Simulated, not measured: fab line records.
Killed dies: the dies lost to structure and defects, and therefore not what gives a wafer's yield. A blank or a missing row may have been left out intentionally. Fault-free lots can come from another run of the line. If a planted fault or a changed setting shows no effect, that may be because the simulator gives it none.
The tool behind it: which one?	flow nand harc	24 lots with 72 wafers sampled at 6 steps, on a route of 1302 steps

## WHAT EACH GAUGE READ, for each wafer
The record lacks any reading of a measuring or inspecting step that a usual standard deviation could be used to judge.

## EACH LOT AND THE TOOL THAT RAN IT (in order: tool; ch and the chambers of the sampled wafers; start)
lot	NHARC_A_CONTACT_DESCUM_47	NHARC_A_CONTACT_ETCH_51	NHARC_A_CONTACT_ETCH_123	NHARC_A_CONTACT_ETCH_77	NHARC_A_CONTACT_ETCH_124	NHARC_A_CONTACT_ETCH_125
L074	rie diel-10 ch 1,2,3, day 21 08:08	rie diel-10 ch 0,1, day 21 12:02 or earlier	har cap etch-02 ch 0,1, day 21 12:02	rie diel-11 ch 0,1,3, day 22 00:26 or earlier	har cap etch-03 ch 0,1, day 22 00:26	har cap etch-03 ch 0,1, day 22 00:38
L075	rie diel-11 ch 0,1,3, day 21 08:33	rie diel-11 ch 0,2, day 21 12:27 or earlier	har cap etch-01 ch 0,1, day 21 12:27	rie diel-10 ch 0,1,3, day 22 00:46 or earlier	har cap etch-02 ch 0,1, day 22 00:46	har cap etch-02 ch 0,1, day 22 00:59
L077	rie diel-10 ch 0,2,3, day 22 02:51	rie diel-10 ch 1,3, day 22 06:48 or earlier	har cap etch-03 ch 0,1, day 22 06:48	rie diel-11 ch 1,3, day 22 15:46 or earlier	har cap etch-02 ch 0,1, day 22 15:46	har cap etch-02 ch 0,1, day 22 15:58
L076	rie diel-10 ch 0,2,3, day 22 03:22	rie diel-10 ch 0,1,3, day 22 08:07 or earlier	har cap etch-02 ch 0,1, day 22 08:07	rie diel-09 ch 0,2,3, day 22 17:11 or earlier	har cap etch-03 ch 0,1, day 22 17:11	har cap etch-03 ch 0,1, day 22 17:27
L078	rie diel-10 ch 1,3, day 22 18:13	rie diel-10 ch 0,3, day 22 22:16 or earlier	har cap etch-01 ch 0, day 22 22:16	rie diel-11 ch 0,1,3, day 23 06:12 or earlier	har cap etch-02 ch 0,1, day 23 06:12	har cap etch-02 ch 0,1, day 23 06:24
L080	rie diel-11 ch 0,1,3, day 23 02:10	rie diel-11 ch 0,1,2, day 23 06:05 or earlier	har cap etch-01 ch 0,1, day 23 06:05	rie diel-11 ch 0,1,2, day 23 13:47 or earlier	har cap etch-01 ch 0,1, day 23 13:47	har cap etch-01 ch 0,1, day 23 13:59
L081	rie diel-11 ch 1,2,3, day 24 01:54	rie diel-11 ch 0,2,3, day 24 05:53 or earlier	har cap etch-02 ch 0,1, day 24 05:53	rie diel-10 ch 1,2,3, day 24 13:30 or earlier	har cap etch-03 ch 0,1, day 24 13:30	har cap etch-03 ch 0,1, day 24 13:43
L079	rie diel-09 ch 0,2, day 24 02:27	rie diel-09 ch 0,1,2, day 24 06:26 or earlier	har cap etch-01 ch 0,1, day 24 06:26	rie diel-11 ch 1,2,3, day 24 15:57 or earlier	har cap etch-02 ch 0,1, day 24 15:57	har cap etch-02 ch 0,1, day 24 16:09
L082	rie diel-11 ch 1,2,3, day 24 20:51	rie diel-11 ch 0,2,3, day 25 00:44 or earlier	har cap etch-01 ch 0,1, day 25 00:44	rie diel-11 ch 1,3, day 25 08:55 or earlier	har cap etch-02 ch 0,1, day 25 08:55	har cap etch-02 ch 0,1, day 25 09:12
L083	rie diel-11 ch 2,3, day 24 22:25	rie diel-11 ch 1,2,3, day 25 02:46 or earlier	har cap etch-03 ch 0,1, day 25 02:46	rie diel-11 ch 0,1, day 25 11:31 or earlier	har cap etch-01 ch 0,1, day 25 11:31	har cap etch-01 ch 0,1, day 25 11:43
L084	rie diel-09 ch 0,1, day 25 22:05	rie diel-09 ch 1,2,3, day 26 02:13 or earlier	har cap etch-01 ch 0,1, day 26 02:13	rie diel-10 ch 0,3, day 26 09:47 or earlier	har cap etch-03 ch 0,1, day 26 09:47	har cap etch-03 ch 0,1, day 26 09:58
L085	rie diel-11 ch 0,3, day 26 08:49	rie diel-11 ch 1,2, day 26 12:44 or earlier	har cap etch-02 ch 0,1, day 26 12:44	rie diel-11 ch 0,1,2, day 26 22:41 or earlier	har cap etch-01 ch 0,1, day 26 22:41	har cap etch-01 ch 0,1, day 26 22:56
L087	rie diel-09 ch 0,1, day 26 08:59	rie diel-09 ch 0,1, day 26 13:23 or earlier	har cap etch-01 ch 0,1, day 26 13:23	rie diel-09 ch 1,3, day 27 01:41 or earlier	har cap etch-03 ch 0,1, day 27 01:41	har cap etch-03 ch 0,1, day 27 01:53
L086	rie diel-09 ch 0,2, day 26 18:46	rie diel-09 ch 0,2, day 26 22:54 or earlier	har cap etch-02 ch 0,1, day 26 22:54	rie diel-11 ch 0,3, day 27 09:29 or earlier	har cap etch-02 ch 0,1, day 27 09:29	har cap etch-02 ch 0,1, day 27 09:40
L089	rie diel-11 ch 0,1, day 27 11:31	rie diel-11 ch 1,2,3, day 27 15:35 or earlier	har cap etch-01 ch 0,1, day 27 15:35	rie diel-11 ch 2,3, day 27 23:45 or earlier	har cap etch-01 ch 0,1, day 27 23:45	har cap etch-01 ch 0,1, day 27 23:57
L088	rie diel-09 ch 0,1, day 27 11:52	rie diel-09 ch 0,1, day 27 16:37 or earlier	har cap etch-02 ch 0,1, day 27 16:37	rie diel-10 ch 1,2, day 28 00:59 or earlier	har cap etch-02 ch 0,1, day 28 00:59	har cap etch-02 ch 0,1, day 28 01:11
L091	rie diel-11 ch 0,2,3, day 28 03:07	rie diel-11 ch 1,2,3, day 28 07:08 or earlier	har cap etch-03 ch 0,1, day 28 07:08	rie diel-09 ch 0,1,2, day 28 14:47 or earlier	har cap etch-01 ch 0,1, day 28 14:47	har cap etch-01 ch 0,1, day 28 14:59
L090	rie diel-09 ch 0,2,3, day 28 03:24	rie diel-09 ch 1,2,3, day 28 07:18 or earlier	har cap etch-01 ch 0,1, day 28 07:18	rie diel-11 ch 1,2,3, day 28 17:42 or earlier	har cap etch-03 ch 0,1, day 28 17:42	har cap etch-03 ch 0,1, day 28 17:54
L092	rie diel-11 ch 2,3, day 28 14:13	rie diel-11 ch 1,2, day 28 18:13 or earlier	har cap etch-02 ch 0,1, day 28 18:13	rie diel-09 ch 0,1,3, day 29 04:22 or earlier	har cap etch-03 ch 0,1, day 29 04:22	har cap etch-03 ch 0,1, day 29 04:33
L093	rie diel-11 ch 0,1,2, day 28 20:28	rie diel-11 ch 0,2,3, day 29 00:23 or earlier	har cap etch-01 ch 0,1, day 29 00:23	rie diel-11 ch 0,1, day 29 09:58 or earlier	har cap etch-02 ch 0,1, day 29 09:58	har cap etch-02 ch 0,1, day 29 10:10
L095	rie diel-09 ch 0,1, day 29 20:07	rie diel-09 ch 0,3, day 30 00:38 or earlier	har cap etch-02 ch 0,1, day 30 00:38	rie diel-11 ch 1,2,3, day 30 08:28 or earlier	har cap etch-02 ch 0,1, day 30 08:28	har cap etch-02 ch 0,1, day 30 08:44
L094	rie diel-09 ch 0,3, day 29 20:18	rie diel-09 ch 0,1, day 30 01:56 or earlier	har cap etch-03 ch 0,1, day 30 01:56	rie diel-11 ch 0,1,3, day 30 09:50 or earlier	har cap etch-03 ch 0,1, day 30 09:50	har cap etch-03 ch 0,1, day 30 10:01
L097	rie diel-11 ch 0,1,3, day 30 02:46	rie diel-11 ch 0,2,3, day 30 06:41 or earlier	har cap etch-01 ch 0,1, day 30 06:41	rie diel-09 ch 0,2, day 30 18:02 or earlier	har cap etch-03 ch 0,1, day 30 18:02	har cap etch-03 ch 0,1, day 30 18:14
L096	rie diel-11 ch 0,1,2, day 30 13:47	rie diel-11 ch 0,2,3, day 30 17:45 or earlier	har cap etch-01 ch 0, day 30 17:45	rie diel-10 ch 1,2,3, day 31 01:34 or earlier	har cap etch-02 ch 1, day 31 01:34	har cap etch-02 ch 1, day 31 01:46
- NHARC_A_CONTACT_DESCUM_47: chemistry O2, time 3 s.
- NHARC_A_CONTACT_ETCH_51: etches the open film in O2/COS, target depth 7000 nm, time 1820 s.
- NHARC_A_CONTACT_ETCH_123: etches the open film in C4F8/O2/Ar, time 490 s, target depth 2110 nm.
- NHARC_A_CONTACT_ETCH_77: etches the open film in CF4/CHF3, target depth 108.9 nm, time 54.5 s.
- NHARC_A_CONTACT_ETCH_124: etches the open film in C4F8/O2/Ar, time 140 s, target depth 700 nm.
- NHARC_A_CONTACT_ETCH_125: etches the open film in C4F8/O2/Ar, time 197 s, target depth 1918 nm.

## AS READ BY THE TOOLS THEMSELVES (means over the sampled wafers that have a number; for cases with no such wafer, the mark the record gives instead)
NHARC_A_CONTACT_DESCUM_47. Usual: drypump motor current A 5.9 A, standard deviation 0.33; oes product au 0.999 a.u., standard deviation 0.012; rf vpp V 57.7 V, standard deviation 0.91; showerhead plenum p Torr 1.90 Torr, standard deviation 0.057; throttle valve pct 11.310 %, standard deviation 0.0083.
lot	tool	drypump motor current A (A)	oes product au (a.u.)	rf vpp V (V)	showerhead plenum p Torr (Torr)	throttle valve pct (%)	flag
L074	rie diel-10	5.7	0.999	57.7	1.89	11.314	
L075	rie diel-11	6.0	1.008	57.5	1.95	11.312	
L077	rie diel-10	5.9	0.991	57.6	1.87	11.306	
L076	rie diel-10	5.9	0.993	57.5	1.87	11.309	
L078	rie diel-10	5.4	0.996	56.7	1.91	11.308	
L080	rie diel-11	6.0	1.015	57.9	1.94	11.307	
L081	rie diel-11	5.9	1.004	58.2	1.97	11.314	
L079	rie diel-09	6.1	1.022	57.1	1.85	11.311	
L082	rie diel-11	5.9	1.001	59.2	1.97	11.311	
L083	rie diel-11	5.6	1.000	56.7	1.97	11.314	
L084	rie diel-09	6.1	1.003	58.2	1.86	11.308	
L085	rie diel-11	6.1	1.002	58.3	1.96	11.303	
L087	rie diel-09	6.2	0.999	58.1	1.86	11.299	
L086	rie diel-09	6.1	1.014	57.6	1.84	11.304	
L089	rie diel-11	5.8	1.002	58.0	1.89	11.306	
L088	rie diel-09	6.1	1.014	58.1	1.86	11.312	
L091	rie diel-11	5.8	0.999	58.6	1.94	11.318	
L090	rie diel-09	6.0	1.001	57.2	1.84	11.309	
L092	rie diel-11	5.9	0.999	58.9	1.98	11.310	
L093	rie diel-11	5.7	0.999	57.5	1.92	11.308	
L095	rie diel-09	6.1	1.003	57.2	1.85	11.303	
L094	rie diel-09	6.0	1.001	57.3	1.87	11.308	
L097	rie diel-11	6.0	0.996	57.9	1.93	11.314	
L096	rie diel-11	5.7	0.987	57.7	1.91	11.302	

NHARC_A_CONTACT_ETCH_51. Usual: bias w is 300.2 W with standard deviation 0.87, cos flow sccm is 19.99 sccm with standard deviation 0.054, drypump motor current A is 5.9 A with standard deviation 0.32, oes product au is 1.000 a.u. with standard deviation 0.012, rf vpp V is 313.9 V with standard deviation 1.6, showerhead plenum p Torr is 3.10 Torr with standard deviation 0.092, and throttle valve pct is 28.332 % with standard deviation 0.01.
lot	tool	bias w (W)	cos flow sccm (sccm)	drypump motor current A (A)	oes product au (a.u.)	rf vpp V (V)	showerhead plenum p Torr (Torr)	throttle valve pct (%)	flag
L074	rie diel-10	300.9	19.96	5.6	1.004	313.5	3.08	28.326	
L075	rie diel-11	299.8	19.98	5.6	0.996	313.5	3.10	28.337	
L077	rie diel-10	300.9	19.99	5.4	0.997	313.3	3.12	28.324	
L076	rie diel-10	299.8	19.99	5.7	0.986	314.8	3.08	28.336	
L078	rie diel-10	300.7	20.03	5.9	0.985	313.7	3.04	28.333	
L080	rie diel-11	300.6	20.01	5.7	1.010	314.5	3.14	28.326	
L081	rie diel-11	300.5	19.98	5.8	1.000	314.9	3.17	28.332	
L079	rie diel-09	301.0	19.96	6.1	1.015	313.0	3.01	28.319	
L082	rie diel-11	299.7	20.04	5.8	1.004	314.6	3.17	28.340	
L083	rie diel-11	299.7	19.95	5.8	1.004	314.9	3.20	28.328	
L084	rie diel-09	300.7	19.99	6.0	0.995	313.1	3.01	28.331	
L085	rie diel-11	300.2	19.96	5.6	0.995	314.9	3.17	28.344	
L087	rie diel-09	300.6	19.97	6.2	1.010	313.4	3.03	28.335	
L086	rie diel-09	300.3	19.99	6.1	1.019	311.5	2.96	28.332	
L089	rie diel-11	299.7	19.99	5.9	0.992	316.0	3.20	28.340	
L088	rie diel-09	300.5	20.00	6.2	1.001	312.6	3.03	28.329	
L091	rie diel-11	300.4	19.98	5.9	1.000	315.5	3.20	28.320	
L090	rie diel-09	300.0	19.98	6.0	0.992	313.1	3.00	28.333	
L092	rie diel-11	300.4	20.04	5.6	0.987	315.4	3.17	28.331	
L093	rie diel-11	300.1	20.07	5.8	0.988	314.1	3.16	28.326	
L095	rie diel-09	300.3	20.03	5.9	1.001	313.5	3.07	28.339	
L094	rie diel-09	301.0	20.06	6.1	0.992	312.0	3.02	28.337	
L097	rie diel-11	300.7	20.04	5.8	0.999	314.9	3.16	28.332	
L096	rie diel-11	300.0	19.97	5.8	0.999	314.2	3.16	28.340	

NHARC_A_CONTACT_ETCH_77. Usual: bias w 200.1 W, standard deviation 0.59; drypump motor current A 5.8 A, standard deviation 0.34; oes product au 0.943 a.u., standard deviation 0.023; rf vpp V 370.5 V, standard deviation 1.8; showerhead plenum p Torr 1.57 Torr, standard deviation 0.045; throttle valve pct 16.802 %, standard deviation 0.0091.
lot	tool	bias w (W)	drypump motor current A (A)	oes product au (a.u.)	rf vpp V (V)	showerhead plenum p Torr (Torr)	throttle valve pct (%)	flag
L074	rie diel-11	199.9	6.0	0.931	371.5	1.60	16.803	
L075	rie diel-10	199.9	5.6	0.917	369.3	1.55	16.811	
L077	rie diel-11	199.8	6.1	0.973	371.8	1.62	16.797	
L076	rie diel-09	200.4	6.0	0.968	369.6	1.53	16.803	
L078	rie diel-11	199.8	6.0	0.926	371.8	1.60	16.797	
L080	rie diel-11	200.3	5.7	0.931	370.9	1.58	16.798	
L081	rie diel-10	199.9	5.6	0.960	369.9	1.55	16.805	
L079	rie diel-11	200.3	5.9	0.953	372.3	1.62	16.797	
L082	rie diel-11	200.2	6.1	0.925	371.7	1.61	16.797	
L083	rie diel-11	199.6	5.9	0.942	369.5	1.56	16.798	
L084	rie diel-10	200.3	5.9	0.953	368.5	1.52	16.813	
L085	rie diel-11	200.0	5.7	0.965	371.3	1.58	16.799	
L087	rie diel-09	200.1	6.1	0.923	368.2	1.53	16.807	
L086	rie diel-11	200.3	6.1	0.975	372.4	1.61	16.795	
L089	rie diel-11	200.4	5.6	0.925	371.6	1.61	16.798	
L088	rie diel-10	198.8	5.3	0.937	369.8	1.56	16.810	
L091	rie diel-09	200.3	6.2	0.938	367.6	1.51	16.797	
L090	rie diel-11	200.3	5.9	0.962	372.2	1.61	16.796	
L092	rie diel-09	199.8	6.0	0.918	369.3	1.53	16.795	
L093	rie diel-11	200.4	5.8	0.958	371.0	1.56	16.802	
L095	rie diel-11	200.1	5.9	0.921	372.0	1.61	16.808	
L094	rie diel-11	199.7	6.0	0.975	371.6	1.59	16.806	
L097	rie diel-09	199.8	6.1	0.935	368.0	1.49	16.800	
L096	rie diel-10	199.9	5.7	0.911	369.9	1.54	16.802	

## THE ANSWER, worked out from the rows above alone
Rule: take the mean of a lot's wafers that have a number; if it is more than 3 standard deviations from the usual mean, the lot is off. A lot without any number at a reading at which 4 lots or more have one is off too. The other lots that the step has rows for count as sound. Order of review: gauges by route order, followed by the tools' own readings, for which a lot's mean as printed above is used. The first step at which some lot is off is used, and at that step the reading that is off furthest; a lot without a number counts as furthest.
Nothing can be told from this: no lot is off at any reading shown.

## WHAT THE SIMULATOR PUT IN
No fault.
